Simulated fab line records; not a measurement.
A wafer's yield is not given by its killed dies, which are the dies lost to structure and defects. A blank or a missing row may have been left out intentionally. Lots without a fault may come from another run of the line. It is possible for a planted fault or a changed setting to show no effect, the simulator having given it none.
Chamber matching + flow n5Finfet + 3 sister chambers for N5_BEOL_M2_CO_CAP_55 on cvdCo-01
The step material Co, precursor CCTBA/H2, target thk 2 nm, time 102.1 s. 42 wafers are shown with their chamber, then 12 later ones without.

== WAFERS WITH THEIR CHAMBER ==
| wafer  | chamber | heaterPowerW (W) | chamberPressureTorr (Torr) |
|--------|---------|------------------|----------------------------|
| L074.4 | 2       | 239              | 30.00                      |
| L074.5 | 0       | 255              | 30.01                      |
| L074.6 | 1       | 226              | 29.90                      |
| L075.1 | 0       | 252              | 29.95                      |
| L075.2 | 2       | 237              | 30.00                      |
| L075.4 | 0       | 246              | 30.10                      |
| L076.1 | 2       | 243              | 29.96                      |
| L076.3 | 1       | 233              | 29.92                      |
| L076.4 | 1       | 235              | 30.10                      |
| L077.1 | 0       | 254              | 30.08                      |
| L077.2 | 2       | 235              | 30.07                      |
| L077.3 | 1       | 233              | 30.00                      |
| L078.2 | 0       | 255              | 29.97                      |
| L078.4 | 0       | 246              | 29.96                      |
| L078.5 | 2       | 239              | 30.03                      |
| L080.1 | 0       | 254              | 29.87                      |
| L080.2 | 2       | 237              | 29.94                      |
| L080.6 | 1       | 230              | 29.98                      |
| L082.2 | 0       | 250              | 30.05                      |
| L082.3 | 2       | 234              | 30.13                      |
| L082.4 | 2       | 242              | 30.13                      |
| L083.1 | 0       | 249              | 29.99                      |
| L083.4 | 0       | 256              | 30.03                      |
| L083.6 | 2       | 240              | 29.96                      |
| L084.3 | 2       | 238              | 29.92                      |
| L084.5 | 1       | 232              | 29.99                      |
| L084.6 | 2       | 240              | 29.96                      |
| L085.4 | 2       | 245              | 29.94                      |
| L085.5 | 1       | 231              | 30.09                      |
| L085.6 | 0       | 253              | 30.08                      |
| L086.1 | 2       | 236              | 30.06                      |
| L086.4 | 0       | 254              | 30.01                      |
| L086.5 | 1       | 234              | 30.00                      |
| L088.2 | 1       | 229              | 29.94                      |
| L088.4 | 0       | 255              | 29.96                      |
| L088.6 | 2       | 235              | 30.03                      |
| L089.1 | 1       | 232              | 29.99                      |
| L089.4 | 1       | 235              | 29.99                      |
| L089.6 | 0       | 246              | 30.05                      |
| L091.4 | 1       | 236              | 29.96                      |
| L091.5 | 2       | 239              | 29.94                      |
| L091.6 | 0       | 245              | 29.99                      |

SIGNATURES (averages over the wafers above)
| reading             | chamber 0 | chamber 1 | chamber 2 | scatter within a chamber |
|---------------------|-----------|-----------|-----------|--------------------------|
| heaterPowerW        | 251.33    | 232.17    | 238.60    | 3.38                     |
| chamberPressureTorr | 30.0067   | 29.9883   | 30.0047   | 0.0633                   |
Rule: a wafer's distance from a chamber is the root of the sum, over the readings, of the square of ((its reading less the chamber's mean) divided by the reading's scatter). If the next closest chamber is less than 2 further off than the closest, the wafer can't be placed; otherwise it belongs to the closest. How the scatter is found: for the shown wafers, subtract from each reading the mean of its chamber, square and add these, divide the total by (wafers less chambers), then take the root.

== WAFERS WHOSE CHAMBER IS MISSING ==
| wafer  | heaterPowerW (W) | chamberPressureTorr (Torr) |
|--------|------------------|----------------------------|
| L092.1 | 254              | 29.98                      |
| L092.2 | 240              | 29.95                      |
| L092.5 | 248              | 30.04                      |
| L095.2 | 241              | 29.94                      |
| L095.3 | 238              | 30.08                      |
| L095.6 | 253              | 30.02                      |
| L094.2 | 229              | 29.94                      |
| L094.4 | 241              | 29.84                      |
| L094.5 | 260              | 29.94                      |
| L097.3 | 255              | 29.98                      |
| L097.4 | 241              | 30.06                      |
| L097.5 | 256              | 30.06                      |

== WHICH CHAMBER EACH WENT THROUGH ==
| wafer  | from the rows above          | in truth |
|--------|------------------------------|----------|
| L092.1 | 0                            | 0        |
| L092.2 | can't be placed: 2 or 1      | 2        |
| L092.5 | can't be placed: 0 or 2      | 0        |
| L095.2 | can't be placed: 2 or 1 or 0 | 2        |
| L095.3 | can't be placed: 2 or 1      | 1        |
| L095.6 | 0                            | 0        |
| L094.2 | can't be placed: 1 or 2      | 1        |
| L094.4 | can't be placed: 2 or 1 or 0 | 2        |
| L094.5 | 0                            | 0        |
| L097.3 | 0                            | 0        |
| L097.4 | can't be placed: 2 or 1      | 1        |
| L097.5 | 0                            | 0        |
5 of 12 placed correctly. From these rows, 7 cannot be placed; in 7 the true chamber is one of the candidates. Number placed wrongly: 0.
